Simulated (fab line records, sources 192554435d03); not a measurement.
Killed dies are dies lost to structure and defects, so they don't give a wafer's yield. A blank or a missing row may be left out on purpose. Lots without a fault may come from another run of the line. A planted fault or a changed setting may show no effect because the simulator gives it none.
Chamber matching | flow n5_finfet | N5_PASSIVATION_STRIP_14 on rie_diel-01: 4 sister chambers
The step strips in O2. 8 wafers are shown with their chamber, then 7 later ones without.

WAFERS WITH THEIR CHAMBER
wafer  | chamber | showerhead_plenum_p_Torr (Torr) | drypump_motor_current_A (A)
L078.4 | 0       | 2.14                            | 5.2
L088.3 | 1       | 2.12                            | 5.5
L088.5 | 2       | 2.07                            | 5.7
L090.1 | 0       | 2.13                            | 5.2
L090.2 | 2       | 2.07                            | 5.7
L090.4 | 3       | 2.22                            | 5.6
L094.1 | 3       | 2.22                            | 5.6
L094.2 | 1       | 2.12                            | 5.6

WAFERS WITHOUT THEIR CHAMBER
wafer  | showerhead_plenum_p_Torr (Torr) | drypump_motor_current_A (A)
L094.4 | 2.07                            | 5.7
L096.1 | 2.06                            | 5.7
L096.3 | 2.12                            | 5.2
L096.5 | 2.07                            | 5.7
L097.1 | 2.11                            | 5.6
L097.4 | 2.21                            | 5.5
L097.5 | 2.12                            | 5.5

WHICH CHAMBER EACH WENT THROUGH
wafer  | from the rows above | in truth
L094.4 | 2                   | 2
L096.1 | 2                   | 2
L096.3 | 0                   | 0
L096.5 | 2                   | 2
L097.1 | 1                   | 1
L097.4 | 3                   | 3
L097.5 | 1                   | 1
Placed correctly: 7 of 7. Can't be placed from these rows: 0. Placed wrongly: 0.
How it was worked out, from the rows above alone: a wafer's distance from a chamber is the root of the sum, over the readings, of the square of ((its reading less the chamber's mean) divided by the reading's scatter). The wafer belongs to the nearest chamber; if the next one is less than 2 further off, it can't be placed. A chamber's mean is the mean of its shown wafers. The scatter: the root of (the sum of the squares of (reading less its chamber's mean) over the shown wafers, divided by (wafers less chambers)).
